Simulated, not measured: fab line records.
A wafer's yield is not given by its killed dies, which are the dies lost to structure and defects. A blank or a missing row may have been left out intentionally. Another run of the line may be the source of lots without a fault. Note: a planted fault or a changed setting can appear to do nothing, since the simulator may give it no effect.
Split-lot experiment | flow n5_finfet | 7 lots, 21 wafers read, on a route of 1938 steps

== THE SPLIT ==
At N5_BEOL_M9_COAT_05 (resist thk 90 nm), the setting spin_rpm was moved away from the recipe's 1500 rpm on 4 of the 21 wafers read, by -6.1% to +8.1%. For the rest of the wafers, this setting stayed at what the recipe calls for.

== FROM THE SPLIT TO THE READING: what the file shows between them, 3 steps ==
- N5_BEOL_M9_EBR_07
- N5_BEOL_M9_SOFTBAKE_06: time 60 s
- N5_BEOL_M9_DESCUM_16: chemistry O2, time 7.9 s

== THE READING ==
CAR-ArF_of_BEOL_M9_COAT_05.thk_nm (the simulator's own value, which no gauge read), in nm, at N5_BEOL_M9_ETCH_61 (etches SiARC in CF4, target depth 39 nm, time 65 s). The file does not state a usual value for it. The 17 wafers here that ran the recipe average 55.7 nm, standard deviation 0.24 nm.

wafer  | tool, chamber at the split | spin_rpm as run, rpm | against the recipe | CAR-ArF_of_BEOL_M9_COAT_05.thk_nm, nm | against lot-mates on the recipe
L074.1 | litho_track-01, 0          | 1500                 | recipe             | 55.6                                  | -
L074.4 | litho_track-01, 0          | 1500                 | recipe             | 55.6                                  | -
L074.2 | litho_track-01, 0          | 1500                 | recipe             | 55.8                                  | -
L081.2 | litho_track-05, 0          | 1500                 | recipe             | 55.2                                  | -
L081.3 | litho_track-05, 0          | 1408                 | -6.1%              | 58.4                                  | +3.1
L081.5 | litho_track-05, 0          | 1500                 | recipe             | 55.4                                  | -
L088.2 | litho_track-01, 0          | 1500                 | recipe             | 55.6                                  | -
L088.3 | litho_track-01, 0          | 1500                 | recipe             | 55.6                                  | -
L088.6 | litho_track-01, 0          | 1622                 | +8.1%              | 52.2                                  | -3.4
L089.2 | litho_track-05, 0          | 1500                 | recipe             | 56                                    | -
L089.4 | litho_track-05, 0          | 1500                 | recipe             | 56                                    | -
L089.3 | litho_track-05, 0          | 1500                 | recipe             | 55.8                                  | -
L091.2 | litho_track-02, 0          | 1548                 | +3.2%              | 54.6                                  | -1.4
L091.4 | litho_track-02, 0          | 1548                 | +3.2%              | 54.2                                  | -1.8
L091.5 | litho_track-02, 0          | 1500                 | recipe             | 56                                    | -
L094.1 | litho_track-05, 0          | 1500                 | recipe             | 55.6                                  | -
L094.4 | litho_track-05, 0          | 1500                 | recipe             | 55.8                                  | -
L094.6 | litho_track-05, 0          | 1500                 | recipe             | 56                                    | -
L096.1 | litho_track-05, 0          | 1500                 | recipe             | 55.6                                  | -
L096.4 | litho_track-05, 0          | 1500                 | recipe             | 55.4                                  | -
L096.6 | litho_track-05, 0          | 1500                 | recipe             | 55.4                                  | -

FIT RESULTS
A straight line over all 21 wafers: CAR-ArF_of_BEOL_M9_COAT_05.thk_nm changes by -0.428 nm for each +1% of spin_rpm; r = -0.98; the points scatter about the line by 0.24 nm.
The same after taking each lot's own level away (the mean of its wafers on the recipe; 21 wafers): -0.459 nm for each +1%; r = -0.99; scatter 0.16 nm.
On that fit, the largest move of spin_rpm shifts the reading by 3.7 nm.
From 55.30 to 56.00 nm: that is the span of the lots' own levels, equal to 3.0 times the standard deviation above.
The two slopes agree, so the slope changes little with the lot-to-lot level.
Check: with one of the wafers moved furthest among these (+8.1%) left out of the fit, the line predicts -4.09 nm for it against its lot-mates. Against them it came out at -3.4 nm.

== FURTHER SPLITS ON THESE WAFERS ==
Note: prior to the reading, these wafers also went through further splits. Each is held against what the fit with the lots' levels taken away leaves over:
other split on the same wafers   | wafers away from the commonest value | r with CAR-ArF_of_BEOL_M9_COAT_05.thk_nm (lot level and that fit taken away)
N5_BEOL_M7_COAT_71 spin_rpm      | 10                                   | +0.01
N5_BEOL_M7_DESCUM_33 time_s      | 5                                    | -0.19
N5_BEOL_M8_TRENCH_ETCH_37 time_s | 6                                    | -0.23

== THE WHOLE CHAIN: every reading that the file lists as answering this split, in the file's order ==
step               | what it does                                       | reading                                                                            | change (the file's fit)               | r (the file's)
N5_BEOL_M9_COAT_05 | resist thk 90 nm                                   | CAR-ArF_of_BEOL_M9_COAT_05.thk_nm (the simulator's own value, which no gauge read) | -0.442 nm for each +1% of the setting | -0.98
N5_BEOL_M9_ETCH_61 | etches SiARC in CF4, target depth 39 nm, time 65 s | CAR-ArF_of_BEOL_M9_COAT_05.thk_nm (the simulator's own value, which no gauge read) | -0.454 nm for each +1% of the setting | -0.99

== THE FILE'S OWN FIT ==
CAR-ArF_of_BEOL_M9_COAT_05.thk_nm changes by -0.454 nm for each +1% of spin_rpm, r = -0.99.
